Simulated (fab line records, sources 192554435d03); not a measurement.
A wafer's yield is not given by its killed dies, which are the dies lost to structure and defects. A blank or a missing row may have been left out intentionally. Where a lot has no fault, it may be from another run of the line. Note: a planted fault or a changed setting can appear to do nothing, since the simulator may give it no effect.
Struck lot and sound lot, side by side || flow n5 finfet || 37 out of 1938 route steps
Sound: the wafers L364.1, L364.2, L364.4. Struck: wafer L358.6 (left out: L358.5, a lot-mate that was not struck); the cause follows at the end.
Each step with rows lists, per side, the tool, then ch with its chambers, then its first start. Under that, the readings that differ: sound wafers || struck wafers || difference of the means || sigmas: that difference in standard deviations of wafers without a fault.
alike: a reading whose means differ by less than 2 such deviations, as well as words and numbers matching on both sides. not compared: withheld readings; readings where some wafer has no value; bounds like >300 that might hide an equal value; numbers whose values overlap and for which the record gives no deviation.
The two part at a step that has a row with sigmas, a row that says differs or no value, or rows on one side only. Numbers that have no deviation but don't overlap get no sigmas and don't part them. Lack of a reading on every wafer of one side parts them only where that side has two or more wafers.

first, 9 steps without rows for these wafers: N5_BEOL_M11_ALD_74 (deposits TaN, target thk 2 nm, pulse time 2 s, purge time 3 s); N5_BEOL_M11_SURFACE_TREAT_76; N5_BEOL_M11_CVD_75 (deposits Co from CCTBA/H2, target thk 2 nm, time 138.9 s); N5_BEOL_M11_SPUTTER_48 (material Cu, target thk 12 nm, time 2 s); N5_BEOL_M11_ECD_50 (material Cu, target thk 318 nm); N5_BEOL_M11_ANNEAL_51 (time 90 s); N5_BEOL_M11_CMP_52 (polishes, stops on SiCOH lowk, t overpolish 7 s, target thk 140 nm); N5_BEOL_M11_PRE_CLEAN_55 (time 15 s); N5_BEOL_M11_DEP_56 (deposits SiCN from 3MS/NH3, target thk 30 nm, time 10.5 s).
N5_BEOL_M12_ILD_DEP_00: deposits SiOC from DEMS/O2, target thk 658.92 nm, time 130.7 s.
  sound on pecvd-02 ch 0,2, day 17 11:14; struck on pecvd-03 ch 2, day 15 06:48
{"reading": "run length s (s)", "sound": "176.2 176.8 175.8", "struck": 148.7, "difference": -27.6, "sigmas": -42}
{"reading": "model.SiOC_of_BEOL_M12_ILD_DEP_00.thk nm (nm)", "sound": "662.4 658.6 683.6", "struck": 527.6, "difference": -140.6, "sigmas": ""}
  alike: heater power w, showerhead plenum p Torr, throttle valve pct
N5_BEOL_M12_THK_MEAS_01:
  sound on film metro-02 at day 17 11:22; struck on film metro-01 at day 15 06:53
{"reading": "M12_ILD_THK (nm)", "sound": "662 658 684", "struck": 528, "difference": -140, "sigmas": -14}
then, 10 steps without rows for these wafers: N5_BEOL_M12_COAT_58 (time 60 s, resist thk 89 nm); N5_BEOL_M12_COAT_04 (resist thk 400 nm); N5_BEOL_M12_EBR_06; N5_BEOL_M12_SOFTBAKE_05 (time 60 s); N5_BEOL_M12_EXPOSE_07 (exposes mask V11); N5_BEOL_M12_PEB_08 (peb time 90 s); N5_BEOL_M12_DEVELOP_09 (develop time 45 s); N5_BEOL_M12_HARDBAKE_14 (time 120 s); N5_BEOL_M12_DESCUM_15 (chemistry O2, time 7.9 s); N5_BEOL_M12_ETCH_59 (etches BARC in N2/H2, target depth 89 nm, overetch 26.7 nm, time 67.9 s).
N5_BEOL_M12_VIA_ETCH_16: etches SiOC in C4F8/O2/Ar, target depth 724.8 nm.
  sound on rie diel-01 ch 0,2,3, day 17 11:51; struck on rie diel-01 ch 3, day 15 07:28
{"reading": "model.etch.depth nm (nm)", "sound": "662.3 658.5 683.5", "struck": 527.6, "difference": -140.5, "sigmas": ""}
{"reading": "model.coat_of_BEOL_M12_COAT_04.thk nm (nm)", "sound": "122 120.2 116.2", "struck": 163.2, "difference": "+43.7", "sigmas": ""}
  alike: C4F8_flow_sccm, drypump motor current A, oes product au, rf vpp V, showerhead plenum p Torr, throttle valve pct
N5_BEOL_M12_STRIP_63: strips in N2/H2.
  sound on plasma asher-02 ch 0,1, day 17 12:11; struck on plasma asher-02 ch 0, day 15 07:37
{"reading": "oes product au (a.u.)", "sound": "0.696 0.693 0.695", "struck": 0.710, "difference": "+0.015", "sigmas": "+3"}
{"reading": "strip time to endpoint s (s)", "sound": "42.2 41.7 40.6", "struck": 53.1, "difference": "+11.6", "sigmas": "+11"}
  alike: drypump motor current A, heater power w
  not compared: rf hours counter h
then, 12 steps without rows for these wafers: N5_BEOL_M12_STRIP_64 (strips in N2/H2); N5_BEOL_M12_STRIP_71 (strips in post etch residue remover, time 60 s); N5_BEOL_M12_SRD_72 (time 30 s, dry time 30 s); N5_BEOL_M12_COAT_65 (time 60 s, resist thk 300 nm); N5_BEOL_M12_COAT_66 (time 60 s, resist thk 110 nm); N5_BEOL_M12_COAT_22 (resist thk 300 nm); N5_BEOL_M12_EBR_24; N5_BEOL_M12_SOFTBAKE_23 (time 60 s); N5_BEOL_M12_EXPOSE_25 (exposes mask M12); N5_BEOL_M12_PEB_26 (peb time 90 s); N5_BEOL_M12_DEVELOP_27 (develop time 45 s); N5_BEOL_M12_HARDBAKE_32 (time 120 s).
N5_BEOL_M12_CMP_49: polishes, stops on SiOC, t overpolish 20.6 s, target thk 320 nm.
  sound on cmp-02 ch 0,1,2, day 17 16:12; struck on cmp-01 ch 3, day 15 13:35
{"reading": "model.SiOC_of_BEOL_M12_ILD_DEP_00.thk nm (nm)", "sound": "602.4 595.8 624", "struck": 464.8, "difference": -142.6, "sigmas": ""}
  alike: head pressure psi, motor current A
then, 1 step without rows for these wafers: N5_PASSIVATION_PROBE_49.

== WHERE THEY PART ==
Earliest at N5_BEOL_M12_ILD_DEP_00; latest, in this record, at N5_BEOL_M12_STRIP_63. Later steps at which nothing parts them and some readings are alike: N5_BEOL_M12_CMP_49.

WHY: what had been put in by the simulator
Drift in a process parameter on pecvd-03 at N5_BEOL_M12_ILD_DEP_00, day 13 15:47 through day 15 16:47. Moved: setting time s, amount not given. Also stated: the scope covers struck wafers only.
